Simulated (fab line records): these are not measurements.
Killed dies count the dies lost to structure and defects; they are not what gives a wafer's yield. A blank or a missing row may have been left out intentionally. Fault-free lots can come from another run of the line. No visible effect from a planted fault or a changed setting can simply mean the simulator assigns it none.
Matching of chambers :: flow n5 finfet :: N5_BEOL_M13_ETCH_68 on rie diel-02: 4 sister chambers
The step etches SOC in N2/H2, time 355 s. 16 wafers are shown with their chamber, then 8 later ones without.

== EACH WAFER AND ITS CHAMBER ==
wafer: L074.1
chamber: 3
throttle valve pct (%): 17.34
showerhead plenum p Torr (Torr): 2.60
drypump motor current A (A): 6.2

wafer: L074.4
chamber: 0
throttle valve pct (%): 18.03
showerhead plenum p Torr (Torr): 2.54
drypump motor current A (A): 5.7

wafer: L074.5
chamber: 3
throttle valve pct (%): 17.33
showerhead plenum p Torr (Torr): 2.60
drypump motor current A (A): 6.3

wafer: L076.1
chamber: 3
throttle valve pct (%): 17.34
showerhead plenum p Torr (Torr): 2.60
drypump motor current A (A): 6.3

wafer: L076.2
chamber: 0
throttle valve pct (%): 18.04
showerhead plenum p Torr (Torr): 2.53
drypump motor current A (A): 5.7

wafer: L076.4
chamber: 1
throttle valve pct (%): 17.37
showerhead plenum p Torr (Torr): 2.33
drypump motor current A (A): 5.7

wafer: L078.2
chamber: 3
throttle valve pct (%): 17.35
showerhead plenum p Torr (Torr): 2.60
drypump motor current A (A): 6.3

wafer: L078.4
chamber: 0
throttle valve pct (%): 18.05
showerhead plenum p Torr (Torr): 2.53
drypump motor current A (A): 5.7

wafer: L078.6
chamber: 0
throttle valve pct (%): 18.06
showerhead plenum p Torr (Torr): 2.53
drypump motor current A (A): 5.7

wafer: L084.2
chamber: 3
throttle valve pct (%): 17.33
showerhead plenum p Torr (Torr): 2.60
drypump motor current A (A): 6.3

wafer: L084.4
chamber: 2
throttle valve pct (%): 17.21
showerhead plenum p Torr (Torr): 2.48
drypump motor current A (A): 5.1

wafer: L084.5
chamber: 2
throttle valve pct (%): 17.22
showerhead plenum p Torr (Torr): 2.48
drypump motor current A (A): 5.1

wafer: L086.2
chamber: 3
throttle valve pct (%): 17.36
showerhead plenum p Torr (Torr): 2.59
drypump motor current A (A): 6.3

wafer: L086.3
chamber: 2
throttle valve pct (%): 17.22
showerhead plenum p Torr (Torr): 2.47
drypump motor current A (A): 5.2

wafer: L086.6
chamber: 2
throttle valve pct (%): 17.23
showerhead plenum p Torr (Torr): 2.47
drypump motor current A (A): 5.2

wafer: L090.1
chamber: 2
throttle valve pct (%): 17.23
showerhead plenum p Torr (Torr): 2.47
drypump motor current A (A): 5.1

SIGNATURES (averages over the wafers above)
reading: throttle valve pct
chamber 0: 18.0450
chamber 1: 17.3700
chamber 2: 17.2220
chamber 3: 17.3417
scatter within a chamber: 0.011

reading: showerhead plenum p Torr
chamber 0: 2.5325
chamber 1: 2.3300
chamber 2: 2.4740
chamber 3: 2.5983
scatter within a chamber: 0.00482

reading: drypump motor current A
chamber 0: 5.700
chamber 1: 5.700
chamber 2: 5.140
chamber 3: 6.283
scatter within a chamber: 0.0412
Rule: for each reading, subtract the chamber's mean from the wafer's reading, divide by that reading's scatter and square the result; add these up over the readings and take the root, which gives the wafer's distance from the chamber. The wafer belongs to the nearest chamber; if the next one is less than 2 further off, it can't be placed. How the scatter is found: for the shown wafers, subtract from each reading the mean of its chamber, square and add these, divide the total by (wafers less chambers), then take the root.

== WAFERS WITHOUT THEIR CHAMBER ==
wafer: L090.3
throttle valve pct (%): 18.09
showerhead plenum p Torr (Torr): 2.53
drypump motor current A (A): 5.7

wafer: L090.4
throttle valve pct (%): 17.38
showerhead plenum p Torr (Torr): 2.59
drypump motor current A (A): 6.3

wafer: L093.1
throttle valve pct (%): 17.38
showerhead plenum p Torr (Torr): 2.33
drypump motor current A (A): 5.7

wafer: L093.3
throttle valve pct (%): 17.24
showerhead plenum p Torr (Torr): 2.47
drypump motor current A (A): 5.2

wafer: L093.4
throttle valve pct (%): 17.40
showerhead plenum p Torr (Torr): 2.59
drypump motor current A (A): 6.2

wafer: L092.1
throttle valve pct (%): 18.10
showerhead plenum p Torr (Torr): 2.52
drypump motor current A (A): 5.7

wafer: L092.2
throttle valve pct (%): 17.40
showerhead plenum p Torr (Torr): 2.32
drypump motor current A (A): 5.7

wafer: L092.4
throttle valve pct (%): 17.24
showerhead plenum p Torr (Torr): 2.47
drypump motor current A (A): 5.2

== THE CHAMBER EACH PASSED THROUGH ==
wafer: L090.3
from the rows above: 0
in truth: 0

wafer: L090.4
from the rows above: 3
in truth: 3

wafer: L093.1
from the rows above: 1
in truth: 1

wafer: L093.3
from the rows above: 2
in truth: 2

wafer: L093.4
from the rows above: 3
in truth: 3

wafer: L092.1
from the rows above: 0
in truth: 0

wafer: L092.2
from the rows above: 1
in truth: 1

wafer: L092.4
from the rows above: 2
in truth: 2
8 of 8 placed correctly. From these rows, 0 cannot be placed. Placed wrongly: 0.
